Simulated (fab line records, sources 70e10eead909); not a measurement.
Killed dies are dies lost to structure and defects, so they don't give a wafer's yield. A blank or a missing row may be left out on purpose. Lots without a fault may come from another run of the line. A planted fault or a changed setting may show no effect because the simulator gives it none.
A struck lot beside a sound one | flow nand_harc | 13 steps out of a route of 1159
Sound: wafers L202.1, L202.3, L202.6. Struck: wafers L195.1, L195.3, L195.5. The cause comes at the end.
At each step with rows: each side's tool, then ch and its chambers, then its first start. Under that, the readings that differ: sound wafers | struck wafers | difference of the means | sigmas: that difference in standard deviations of wafers without a fault.
alike: readings whose means differ by less than 2 such deviations, and words and numbers that are the same on both sides. not compared: withheld readings, readings that some wafer has no value for, bounds like >300 that may hide the same value, and numbers for which the record gives no deviation and whose values overlap.
The two part at a step that has a row with sigmas, a row that says differs or no value, or rows on one side only. Numbers that don't overlap but have no deviation are shown without sigmas and don't part them. A reading that every wafer of one side lacks parts them only if that side has two wafers or more.

NHARC_A_M0_PRE_CLEAN_29: time 30 s.
  sound on pvd_sputter-03; struck on pvd_sputter-01
  alike: heater_power_w
NHARC_A_M0_PVD_20: deposits TaN, target thk 5 nm, time 8.06 s.
  sound on pvd_sputter-03; struck on pvd_sputter-01
  alike: throttle_valve_pct
NHARC_A_M0_PVD_21: deposits Cu, target thk 30 nm, time 20.49 s.
  sound on pvd_sputter-03; struck on pvd_sputter-01
  alike: throttle_valve_pct
then, 1 step without rows for these wafers: NHARC_A_M0_ECD_22 (material Cu, target thk 400 nm).
NHARC_A_M0_ANNEAL_30: time 90 s.
  sound on rtp_anneal-01 ch 0, day 21 22:37; struck on rtp_anneal-01 ch 0, day 19 14:40
  alike: wafer_temp_C_max
then, 1 step without rows for these wafers: NHARC_A_M0_CMP_23 (polishes, t overpolish 20 s, target thk 113.75 nm).
NHARC_A_M0_THK_MEAS_24: measures by xrf.
  sound on film_metro-02, day 21 23:16; struck on film_metro-02, day 19 15:20
  alike: thk_nm
then, 1 step without rows for these wafers: NHARC_A_M0_SRD_25.
NHARC_A_M0_INSPECT_27:
  sound on defect_inspect-02, day 21 23:26; struck on defect_inspect-01, day 19 15:29
  alike: raw_defect_count
then, 1 step without rows for these wafers: NHARC_A_M0_PRE_CLEAN_31 (time 12 s).
NHARC_A_M0_DEP_32: deposits SiCN, target thk 30 nm.
  sound on pecvd-02 ch 0,2, day 21 23:37; struck on pecvd-04 ch 0,2, day 19 15:38
  alike: chamber_pressure_Torr, heater_power_outer_w, heater_power_w
NHARC_A_M1_DEP_00: deposits SiOC, target thk 182.5 nm.
  sound on pecvd-01 ch 0,1,2, day 22 00:08; struck on pecvd-01 ch 0,1,2, day 19 16:05
  no value came back on the struck wafers for chamber_pressure_Torr (Torr), rf_fwd_power_W (W); on the sound wafers chamber_pressure_Torr (Torr) reads 4.994 5.005 5.006
then, 1 step without rows for these wafers: NHARC_A_M1_DEHYDRATE_01 (time 120 s).

WHERE THEY PART
Only at NHARC_A_M1_DEP_00, within this record.

WHY: what the simulator had put in
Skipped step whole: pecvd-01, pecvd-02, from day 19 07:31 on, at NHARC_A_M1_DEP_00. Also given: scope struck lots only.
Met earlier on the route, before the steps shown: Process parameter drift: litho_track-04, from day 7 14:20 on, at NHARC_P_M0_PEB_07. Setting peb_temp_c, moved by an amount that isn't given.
